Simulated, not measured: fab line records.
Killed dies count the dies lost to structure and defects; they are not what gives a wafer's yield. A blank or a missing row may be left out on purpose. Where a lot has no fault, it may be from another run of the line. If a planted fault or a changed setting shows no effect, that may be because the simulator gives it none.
Matching of chambers    flow n5Finfet    N5_BEOL_M5_CURE_80 on uvCure-01 has 3 sister chambers
The step cures SiCOH lowk, time 120 s. 20 wafers are shown with their chamber, then 10 later ones without.

WAFERS WITH THEIR CHAMBER
wafer   chamber  wafer_temp_C_max  lampPowerPct (%)
L074.1  1        371.4             52.26
L074.5  1        371.4             52.27
L074.6  1        371.3             52.44
L082.2  2        373.5             52.34
L082.3  2        373.3             52.30
L082.6  2        372.7             52.26
L085.1  1        371.8             52.36
L085.2  1        371.5             52.34
L085.4  1        371.4             52.24
L086.1  1        371.7             52.38
L086.3  1        372.1             52.33
L086.4  1        371.7             52.29
L088.1  2        373.0             52.17
L088.2  2        372.2             52.24
L088.3  2        373.9             52.26
L087.3  0        372.2             52.29
L087.5  0        372.1             52.28
L087.6  0        371.8             52.29
L090.1  0        371.5             52.15
L090.2  0        372.0             52.28

SIGNATURES (averages over the wafers above)
reading           chamber 0  chamber 1  chamber 2  scatter within a chamber
wafer_temp_C_max  371.920    371.589    373.100    0.395
lampPowerPct      52.2580    52.3233    52.2617    0.0616
Rule: distance of a wafer from a chamber = root of the sum over the readings of ((wafer's reading minus chamber's mean) / reading's scatter) squared. The wafer belongs to the nearest chamber; if the next one is less than 2 further off, it can't be placed. The scatter is the square root of a quotient: the sum, over the shown wafers, of each reading's squared deviation from its chamber's mean, divided by wafers minus chambers.

WAFERS WHOSE CHAMBER IS MISSING
wafer   wafer_temp_C_max  lampPowerPct (%)
L090.5  371.6             52.28
L093.1  371.7             52.33
L093.4  372.0             52.32
L093.6  371.6             52.40
L094.1  371.9             52.29
L094.2  371.5             52.32
L094.3  371.8             52.32
L097.3  372.8             52.22
L097.4  372.2             52.37
L097.6  372.9             52.35

CHAMBER TAKEN BY EACH
wafer   from the rows above           in truth
L090.5  can't be placed: 1 or 0       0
L093.1  can't be placed: 1 or 0       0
L093.4  can't be placed: 0 or 1 or 2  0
L093.6  can't be placed: 1 or 0       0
L094.1  can't be placed: 0 or 1       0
L094.2  can't be placed: 1 or 0       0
L094.3  can't be placed: 1 or 0       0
L097.3  can't be placed: 2 or 0       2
L097.4  can't be placed: 1 or 0 or 2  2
L097.6  can't be placed: 2 or 0 or 1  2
Correct placement for 0 of the 10. Cannot be placed on the basis of these rows: 10; the candidates contain the true chamber in 10. Placed wrongly: 0.
